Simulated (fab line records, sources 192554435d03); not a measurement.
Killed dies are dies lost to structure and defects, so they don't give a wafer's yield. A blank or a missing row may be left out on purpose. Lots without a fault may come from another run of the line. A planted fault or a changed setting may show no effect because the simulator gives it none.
fab line records | flow n5_finfet | part 1 of 2: steps 1 to 4 of 6
record lots=21 wafers=63 last_day=19
route steps=1938 shown GATE_CUT@511 MOL_CONTACT_COAG@529
lots that met no fault: from a run of the same line without faults
start_h: hours from the record's first day to the start of the lot's first wafer shown | wait_h: hours since the lot's step before | " the same as in the row above | L1.1+2: a row that stands for several wafers | - no value, or no start given | * or withheld: withheld | < > ~ a bound
route shown NAME@n: a module of which the file shows steps, and the number in the route of the first | usual: mean/standard deviation of fault-free wafers | same: alike in all rows | chamber/n: place in a boat | sites: the reading at each site | _std_site: their standard deviation | _edge_site: outer sites' mean less inner sites' | radius_mm: how far each site lies from the wafer's centre | mask NAME#n: copy n | behind: the tool/chamber that last shaped the wafer | hold: why the lot was held/for how many hours/how that ended | device: the transistor (n, p or np) that didn't switch | end of line: the same wafers' tests at the end of the route | a step without rows: its recipe alone | killed: dies lost to structure and defects at the first sort, not the wafer's yield | map: a wafer's dies, x killed, . not, _ none there
set.NAME: the setting as run; set.NAME@STEP: as run at that earlier step | model.NAME: the simulator's own value behind a step, which no gauge read
steps of the route over a sample of lots; a table a step, a row a wafer
services: from which hour (start_h, from the record's first day; less than 0 if before it) a tool's chamber was out of use, for how many hours, and why
## steps
# step N5_GATE_CUT_CMP_23
# recipe stop_on=SiO2 t_overpolish_s=23.4 post_cmp_clean=alkaline_brush down_force_psi=2.5 platen_rpm=51.8 pad_velocity_m_s=1.0307 target_thk_nm=16
# usual motor_current_A=9.1/0.71 overpolish_run_s=23.400/0.0082 time_to_endpoint_s=19.2/2.2
# columns lot.wafer tool chamber start_h wait_h motor_current_A overpolish_run_s time_to_endpoint_s
L074.3 cmp-01 0 82.86 0.8 9.0 23.403 21.4
L074.2 " 1 " " 10.2 23.393 19.8
L074.5 " 0 " " 9.0 23.395 23.8
L075.4 cmp-04 1 92.04 0.8 9.0 23.398 18.9
L075.2 " 2 " " 7.6 23.406 21.4
L075.6 " 1 " " 9.3 23.411 19.1
L076.1 cmp-02 3 98.04 0.8 8.6 23.397 18.8
L076.2 " 0 " " 8.8 23.406 17.3
L076.5 " 3 " " 9.3 23.391 19.5
L077.4 cmp-01 3 103.22 0.8 9.7 23.393 22.6
L077.2 " 0 " " 9.1 23.398 21.8
L077.6 " 3 " " 9.3 23.385 20.6
L078.2 cmp-01 3 111.34 0.8 9.2 23.406 22.7
L078.3 " 1 " " 9.8 23.404 21.3
L078.5 " 0 " " 9.5 23.405 21.3
L080.3 cmp-01 3 124.49 0.8 9.7 23.405 19.5
L080.6 " 3 " " 9.3 23.402 19.6
L080.5 " 0 " " 9.3 23.406 20.7
L081.3 cmp-02 3 128.61 0.8 8.9 23.391 16.5
L081.2 " 2 " " 8.7 23.404 18.2
L081.5 " 0 " " 9.2 23.401 19.2
L082.1 cmp-02 0 134.34 0.8 9.0 23.409 17.9
L082.3 " 1 " " 9.3 23.390 21.1
L082.4 " 3 " " 9.2 23.401 19.3
L083.1 cmp-01 3 138.72 0.8 10.1 23.387 20.6
L083.3 " 0 " " 9.0 23.394 21.5
L083.5 " 0 " " 8.5 23.405 21.0
L084.4 cmp-04 0 143.31 0.8 9.3 23.396 14.4
L084.2 " 1 " " 9.6 23.380 16.7
L084.6 " 1 " " 9.9 23.403 16.4
L085.4 cmp-04 3 156.12 0.9 9.9 23.399 16.0
L085.1 " 0 " " 9.6 23.387 19.1
L085.5 " 3 " " 9.6 23.419 18.9
L086.1 cmp-02 3 163.28 0.8 9.6 23.406 18.9
L086.3 " 1 " " 8.6 23.394 19.3
L086.4 " 2 " " 9.3 23.407 15.9
L087.1 cmp-04 1 166.17 0.8 9.7 23.393 23.3
L087.2 " 3 " " 9.8 23.406 20.4
L087.5 " 1 " " 9.5 23.413 20.4
L088.2 cmp-01 0 169.44 0.8 8.5 23.409 20.8
L088.3 " 2 " " 8.6 23.407 22.1
L088.5 " 0 " " 9.1 23.404 21.7
L090.1 cmp-04 3 182.84 0.8 10.1 23.399 19.1
L090.3 " 1 " " 8.9 23.403 18.6
L090.6 " 3 " " 9.5 23.400 18.2
L091.2 cmp-02 2 191.41 0.8 9.1 23.397 16.6
L091.5 " 2 " " 9.4 23.401 15.1
L091.6 " 3 " " 9.5 23.403 16.5
L092.1 cmp-01 2 194.11 0.9 8.9 23.407 17.9
L092.6 " 1 " " 9.5 23.394 14.0
L092.5 " 2 " " 8.5 23.396 17.4
L093.2 cmp-01 1 201.32 0.8 9.9 23.397 19.1
L093.4 " 2 " " 8.9 23.402 19.8
L093.6 " 0 " " 9.5 23.392 23.3
L095.2 cmp-02 3 213.80 0.8 9.4 23.384 16.6
L095.5 " 1 " " 8.3 23.410 17.3
L095.6 " 2 " " 9.1 23.398 17.1
L096.4 cmp-02 3 221.81 0.8 8.8 23.406 19.2
L096.3 " 0 " " 9.2 23.405 18.1
L096.1 " 1 " " 8.6 23.400 18.9
L097.2 cmp-04 2 223.61 0.8 7.8 23.400 20.7
L097.3 " 0 " " 10.1 23.399 23.2
L097.5 " 2 " " 7.6 23.384 20.8
# step N5_MOL_CONTACT_COAG_DESCUM_13
# recipe chemistry=O2 time_s=7 source_power_w=50 bias_power_w=20 pressure_mtorr=20 rf_frequency_hz=2.712e+07 temp_c=40 resist=CAR-EUV o2_flow_sccm=225
# usual chamber_pressure_mTorr=20.000/0.016 drypump_motor_current_A=5.8/0.53 o2_flow_sccm=225.0/0.68 oes_product_au=0.79/0.082 rf_vpp_V=243.8/1.3 showerhead_plenum_p_Torr=2.14/0.067 throttle_valve_pct=20.41/0.16
# columns lot.wafer tool chamber start_h wait_h chamber_pressure_mTorr drypump_motor_current_A o2_flow_sccm oes_product_au rf_hours_counter_h rf_vpp_V showerhead_plenum_p_Torr throttle_valve_pct
L074.2 rie_diel-02 1 85.07 0.6 20.021 5.0 225.1 0.96 5 242.0 2.06 20.27
L074.3 " 0 " " 20.023 6.2 224.8 0.75 150 244.0 2.18 20.37
L074.5 " 2 " " 19.986 6.0 224.2 0.71 - 240.4 1.98 20.68
L075.2 rie_diel-03 0 93.50 0.0 20.031 6.4 225.6 0.70 233 244.8 2.16 20.48
L075.4 " 3 " " 20.005 6.1 225.3 0.79 - 243.8 2.10 20.42
L075.6 " 0 " " 19.970 6.4 225.1 0.70 - 243.2 2.16 20.45
L076.1 rie_diel-05 3 99.62 0.0 20.006 6.4 226.1 0.74 161 243.4 2.18 20.55
L076.2 " 1 " " 19.985 4.9 225.3 0.93 20 241.8 2.06 20.26
L076.5 " 2 " " 19.996 5.9 223.6 0.71 - 243.4 2.17 20.23
L077.2 rie_diel-02 2 104.99 0.3 20.002 6.0 226.0 0.71 225 242.4 1.98 20.72
L077.4 " 1 " " 19.991 5.0 224.4 0.94 11 241.2 2.06 20.29
L077.6 " 1 " " 20.027 5.0 224.8 0.94 - 242.8 2.06 20.29
L078.2 rie_diel-05 2 112.96 0.2 20.021 5.9 224.8 0.72 205 244.4 2.17 20.23
L078.3 " 3 " " 19.995 6.4 224.2 0.74 167 244.7 2.17 20.58
L078.5 " 2 " " 19.991 5.9 224.6 0.71 - 243.7 2.17 20.24
L080.3 rie_diel-02 0 126.65 0.6 20.018 6.2 225.5 0.74 165 245.8 2.17 20.40
L080.5 " 0 " " 19.993 6.2 225.1 0.74 - 243.4 2.17 20.38
L080.6 " 1 " " 19.992 5.0 224.4 0.93 - 243.2 2.06 20.30
L081.2 rie_diel-05 3 130.38 0.4 19.997 6.4 224.2 0.73 172 245.5 2.17 20.57
L081.3 " 0 " " 20.003 5.6 224.0 0.75 113 244.2 2.19 20.49
L081.5 " 1 " " 19.995 4.9 225.0 0.92 - 241.3 2.06 20.28
L082.1 rie_diel-05 1 136.31 0.0 19.996 4.9 225.2 0.90 32 243.6 2.06 20.29
L082.3 " 2 " " 20.009 5.9 224.3 0.72 212 245.1 2.17 20.25
L082.4 " 3 " " 19.980 6.4 226.4 0.73 174 243.8 2.17 20.56
L083.1 rie_diel-02 2 140.21 0.0 19.986 6.0 224.9 0.70 236 241.5 1.97 20.73
L083.3 " 3 " " 19.998 5.8 224.9 0.84 81 244.0 2.20 20.54
L083.5 " 0 " " 19.986 6.2 225.0 0.73 - 244.3 2.17 20.40
L084.2 rie_diel-03 1 144.81 0.1 20.020 6.7 225.0 0.75 162 244.9 2.17 20.08
L084.4 " 1 " " 20.007 6.7 225.9 0.75 - 246.4 2.17 20.07
L084.6 " 3 " " 20.007 6.1 225.5 0.78 - 242.5 2.09 20.47
L085.1 rie_diel-05 1 157.65 0.1 20.032 4.9 226.2 0.88 39 242.0 2.06 20.30
L085.4 " 2 " " 19.958 5.9 224.6 0.70 218 244.4 2.17 20.27
L085.5 " 2 " " 20.021 5.9 224.8 0.71 - 243.6 2.17 20.27
L086.1 rie_diel-05 1 164.74 0.0 19.995 4.9 225.4 0.88 42 242.4 2.06 20.31
L086.3 " 0 " " 19.979 5.7 224.7 0.75 123 244.9 2.19 20.52
L086.4 " 2 " " 20.037 5.9 225.6 0.71 221 244.2 2.17 20.26
L087.1 rie_diel-03 3 167.62 0.0 19.996 6.1 225.5 0.76 151 243.5 2.09 20.48
L087.2 " 2 " " 20.010 5.8 224.9 0.89 26 245.4 2.23 20.55
L087.5 " 1 " " 20.009 6.7 224.1 0.74 - 244.2 2.17 20.09
L088.2 rie_diel-02 0 171.14 0.2 19.996 6.2 225.7 0.73 179 244.1 2.17 20.39
L088.3 " 1 " " 20.020 5.0 224.9 0.90 33 243.5 2.05 20.35
L088.5 " 2 " " 19.989 6.0 225.3 0.70 - 240.9 1.97 20.73
L090.1 rie_diel-05 3 184.26 0.0 19.981 6.4 226.3 0.72 190 243.9 2.17 20.62
L090.3 " 1 " " 20.007 4.9 225.3 0.88 49 240.7 2.05 20.31
L090.6 " 2 " " 20.004 5.9 225.2 0.71 - 243.2 2.16 20.28
L091.2 rie_diel-02 0 193.06 0.0 19.993 6.2 224.8 0.73 185 242.9 2.16 20.42
L091.5 " 1 " " 20.018 5.0 223.6 0.88 - 242.4 2.05 20.33
L091.6 " 0 " " 19.985 6.2 225.0 0.72 - 244.0 2.16 20.41
L092.1 rie_diel-02 0 196.51 0.0 20.015 6.2 225.3 0.71 186 244.5 2.16 20.42
L092.5 " 1 " " 20.004 5.0 225.7 0.89 - 242.9 2.05 20.32
L092.6 " 0 " " 20.003 6.2 224.8 0.72 - 245.8 2.16 20.42
L093.2 rie_diel-03 2 202.86 0.0 20.016 5.8 224.1 0.87 39 246.1 2.22 20.59
L093.4 " 0 " " 20.012 6.4 224.7 0.92 12 244.4 2.15 20.20
L093.6 " 0 " " 20.008 6.4 224.1 0.92 - 242.6 2.15 20.19
L095.2 rie_diel-03 3 215.21 0.0 20.002 6.1 225.8 0.75 169 242.8 2.08 20.50
L095.5 " 3 " " 19.970 6.1 224.8 0.75 - 242.4 2.09 20.50
L095.6 " 2 " " 19.995 5.8 224.8 0.86 - 243.0 2.22 20.60
L096.1 rie_diel-02 0 223.35 0.0 19.994 6.2 224.4 0.71 197 244.1 2.16 20.44
L096.3 " 2 " " 19.986 6.0 224.8 0.93 5 246.0 2.23 20.36
L096.4 " 1 " " 20.011 5.0 226.2 0.87 52 241.3 2.04 20.37
L097.2 rie_diel-05 1 225.22 0.0 20.006 4.9 226.0 0.85 67 242.9 2.05 20.33
L097.3 " 3 " " 20.006 6.4 225.0 0.71 206 243.8 2.16 20.63
L097.5 " 2 " " 19.996 5.9 224.6 0.69 - 244.3 2.16 20.30
# step N5_MOL_CONTACT_COAG_ETCH_105
# recipe chemistry=CF4 target=SiARC target_depth_a=156 mask_material=CAR-EUV time_s=26 ion_energy_ev=80 pressure_mtorr=40 source_w=545 bias_w=36 Ar_flow_sccm=100 cf4_flow_sccm=100 ends=cleared
# usual chamber_pressure_mTorr=40.00/0.037 drypump_motor_current_A=5.8/0.53 etch_rf_on_time_s=26.0/0.31 oes_product_au=0.68/0.067 rf_vpp_V=184.6/1.2 showerhead_plenum_p_Torr=2.18/0.069 throttle_valve_pct=15.58/0.18
# columns lot.wafer tool chamber start_h wait_h chamber_pressure_mTorr drypump_motor_current_A etch_rf_on_time_s oes_product_au rf_hours_counter_h rf_vpp_V showerhead_plenum_p_Torr throttle_valve_pct
L074.2 rie_diel-02 1 85.12 0.0 40.02 5.0 26.3 0.81 5 183.8 2.10 15.39
L074.3 " 0 " " 40.00 6.2 26.4 0.64 150 184.4 2.24 15.62
L074.5 " 2 " " 39.99 6.0 26.2 0.61 - 182.4 2.04 15.93
L075.2 rie_diel-03 0 93.56 0.0 39.98 6.4 26.4 0.60 233 185.5 2.20 15.71
L075.4 " 3 " " 39.90 6.1 25.6 0.68 - 185.3 2.15 15.59
L075.6 " 0 " " 40.02 6.4 26.8 0.60 - 184.4 2.20 15.70
L076.1 rie_diel-05 3 99.68 0.0 40.01 6.4 25.7 0.65 161 184.1 2.22 15.78
L076.2 " 1 " " 39.98 4.9 25.9 0.79 20 182.5 2.10 15.30
L076.5 " 2 " " 40.03 5.9 26.1 0.62 - 183.7 2.21 15.45
L077.2 rie_diel-02 2 105.05 0.0 39.99 6.1 26.2 0.61 225 182.4 2.03 15.93
L077.4 " 1 " " 39.99 5.0 26.5 0.79 11 183.8 2.10 15.39
L077.6 " 1 " " 40.00 5.0 26.2 0.80 - 182.7 2.10 15.38
L078.2 rie_diel-05 2 113.02 0.0 40.05 5.9 26.1 0.62 205 184.8 2.21 15.45
L078.3 " 3 " " 40.02 6.3 25.9 0.63 167 184.6 2.22 15.79
L078.5 " 2 " " 39.97 5.9 26.4 0.61 - 186.2 2.21 15.46
L080.3 rie_diel-02 0 126.71 0.0 40.00 6.2 26.1 0.64 165 185.7 2.23 15.64
L080.5 " 0 " " 40.02 6.2 26.3 0.63 - 185.1 2.23 15.66
L080.6 " 1 " " 40.03 4.9 26.2 0.77 - 183.4 2.10 15.38
L081.2 rie_diel-05 3 130.44 0.0 39.97 6.4 26.2 0.63 172 184.9 2.22 15.80
L081.3 " 0 " " 40.05 5.7 25.7 0.66 113 186.2 2.24 15.71
L081.5 " 1 " " 40.06 4.9 26.0 0.77 - 184.0 2.09 15.30
L082.1 rie_diel-05 1 136.36 0.0 40.03 4.9 26.2 0.76 32 183.2 2.09 15.30
L082.3 " 2 " " 40.07 5.9 26.1 0.61 212 185.0 2.21 15.47
L082.4 " 3 " " 40.03 6.4 25.9 0.62 174 185.0 2.22 15.80
L083.1 rie_diel-02 2 140.27 0.0 40.01 6.0 25.9 0.60 236 181.0 2.03 15.98
L083.3 " 3 " " 40.01 5.8 25.5 0.72 81 185.9 2.25 15.70
L083.5 " 0 " " 40.02 6.2 25.9 0.63 - 184.8 2.23 15.66
L084.2 rie_diel-03 1 144.87 0.0 39.97 6.7 26.3 0.64 162 184.7 2.22 15.31
L084.4 " 1 " " 40.04 6.7 26.4 0.64 - 185.0 2.22 15.32
L084.6 " 3 " " 40.03 6.1 25.4 0.66 - 182.8 2.14 15.65
L085.1 rie_diel-05 1 157.70 0.0 39.97 4.9 26.2 0.76 39 182.9 2.09 15.34
L085.4 " 2 " " 40.00 5.9 26.0 0.61 218 184.1 2.20 15.49
L085.5 " 2 " " 40.03 6.0 25.9 0.61 - 183.8 2.20 15.49
L086.1 rie_diel-05 1 164.79 0.0 40.00 4.9 26.2 0.75 42 183.1 2.09 15.32
L086.3 " 0 " " 40.01 5.7 25.9 0.65 123 186.3 2.24 15.71
L086.4 " 2 " " 39.99 5.9 26.3 0.60 221 185.9 2.20 15.49
L087.1 rie_diel-03 3 167.68 0.0 40.07 6.1 25.8 0.66 151 185.9 2.14 15.67
L087.2 " 2 " " 39.99 5.8 26.0 0.76 26 184.6 2.27 15.64
L087.5 " 1 " " 39.98 6.7 26.7 0.63 - 184.7 2.21 15.31
L088.2 rie_diel-02 0 171.19 0.0 39.98 6.2 26.5 0.62 179 185.4 2.23 15.67
L088.3 " 1 " " 39.92 4.9 26.8 0.74 33 184.7 2.09 15.41
L088.5 " 2 " " 40.04 6.0 26.6 0.58 - 182.8 2.03 15.99
L090.1 rie_diel-05 3 184.31 0.0 40.00 6.4 25.8 0.62 190 184.5 2.21 15.83
L090.3 " 1 " " 40.01 4.9 26.2 0.74 49 182.7 2.09 15.34
L090.6 " 2 " " 39.96 5.9 26.2 0.60 - 185.6 2.20 15.50
L091.2 rie_diel-02 0 193.11 0.0 39.96 6.2 26.0 0.62 185 184.0 2.22 15.69
L091.5 " 1 " " 40.02 4.9 26.3 0.75 - 184.0 2.09 15.43
L091.6 " 0 " " 40.02 6.1 26.0 0.62 - 185.3 2.22 15.68
L092.1 rie_diel-02 0 196.56 0.0 40.00 6.2 26.3 0.62 186 184.9 2.22 15.68
L092.5 " 1 " " 40.01 5.0 26.3 0.75 - 184.6 2.09 15.45
L092.6 " 0 " " 39.97 6.2 26.4 0.62 - 184.6 2.22 15.69
L093.2 rie_diel-03 2 202.91 0.0 39.97 5.8 25.8 0.74 39 185.9 2.27 15.68
L093.4 " 0 " " 40.03 6.4 25.9 0.78 12 184.6 2.19 15.29
L093.6 " 0 " " 39.94 6.4 26.1 0.78 - 185.0 2.19 15.28
L095.2 rie_diel-03 3 215.26 0.0 40.01 6.1 25.7 0.65 169 184.5 2.13 15.67
L095.5 " 3 " " 40.04 6.1 25.6 0.65 - 183.7 2.13 15.68
L095.6 " 2 " " 39.96 5.8 25.6 0.74 - 185.7 2.26 15.68
L096.1 rie_diel-02 0 223.41 0.0 40.04 6.2 26.5 0.60 197 185.4 2.22 15.70
L096.3 " 2 " " 39.93 6.0 26.4 0.80 5 187.0 2.28 15.49
L096.4 " 1 " " 40.04 5.0 26.4 0.73 52 184.2 2.09 15.47
L097.2 rie_diel-05 1 225.27 0.0 40.03 4.9 26.1 0.73 67 182.2 2.08 15.38
L097.3 " 3 " " 40.04 6.4 25.7 0.61 206 186.7 2.21 15.87
L097.5 " 2 " " 40.02 6.0 26.5 0.59 - 185.3 2.20 15.53
# step N5_MOL_CONTACT_COAG_SPUTTER_143
# recipe material=Co target_thk_a=25 temp_c=25 chamber_pressure_pa=0.2
# usual throttle_valve_pct=30.4/0.92
# columns lot.wafer tool chamber start_h wait_h throttle_valve_pct
L074.2 pvd_sputter-01 - 88.33 0.0 30.6
L074.3 " - " " 30.5
L074.5 " - " " 31.2
L075.2 pvd_sputter-02 - 96.30 0.0 29.1
L075.4 " - " " 29.8
L075.6 " - " " 30.0
L076.1 pvd_sputter-03 - 102.18 0.0 29.6
L076.2 " - " " 31.8
L076.5 " - " " 29.5
L077.2 pvd_sputter-02 - 108.18 0.0 28.8
L077.4 " - " " 30.3
L077.6 " - " " 30.0
L078.2 pvd_sputter-03 - 116.13 0.0 32.6
L078.3 " - " " 29.5
L078.5 " - " " 32.6
L080.3 pvd_sputter-01 - 130.61 0.0 30.1
L080.5 " - " " 30.2
L080.6 " - " " 30.3
L081.2 pvd_sputter-03 - 133.49 0.0 29.6
L081.3 " - " " 32.4
L081.5 " - " " 29.9
L082.1 pvd_sputter-01 - 139.10 0.0 31.0
L082.3 " - " " 30.5
L082.4 " - " " 30.2
L083.1 pvd_sputter-03 - 142.39 0.0 31.6
L083.3 " - " " 32.3
L083.5 " - " " 31.8
L084.2 pvd_sputter-01 - 148.91 0.0 31.1
L084.4 " - " " 30.4
L084.6 " - " " 30.3
L085.1 pvd_sputter-01 - 160.61 0.0 30.2
L085.4 " - " " 30.3
L085.5 " - " " 30.1
L086.1 pvd_sputter-03 - 166.82 0.0 32.4
L086.3 " - " " 29.3
L086.4 " - " " 29.4
L087.1 pvd_sputter-02 - 170.10 0.0 30.3
L087.2 " - " " 29.5
L087.5 " - " " 29.9
L088.2 pvd_sputter-03 - 173.28 0.0 32.2
L088.3 " - " " 31.6
L088.5 " - " " 32.5
L090.1 pvd_sputter-03 - 188.21 0.0 31.8
L090.3 " - " " 29.4
L090.6 " - " " 29.7
L091.2 pvd_sputter-01 - 197.07 0.0 31.2
L091.5 " - " " 30.7
L091.6 " - " " 30.1
L092.1 pvd_sputter-02 - 199.19 0.0 29.0
L092.5 " - " " 30.0
L092.6 " - " " 30.2
L093.2 pvd_sputter-02 - 205.45 0.0 30.1
L093.4 " - " " 29.5
L093.6 " - " " 29.1
L095.2 pvd_sputter-01 - 217.58 0.0 31.1
L095.5 " - " " 31.1
L095.6 " - " " 30.1
L096.1 pvd_sputter-01 - 226.15 0.0 31.0
L096.3 " - " " 30.4
L096.4 " - " " 30.6
L097.2 pvd_sputter-02 - 229.34 0.0 28.8
L097.3 " - " " 30.0
L097.5 " - " " 30.1
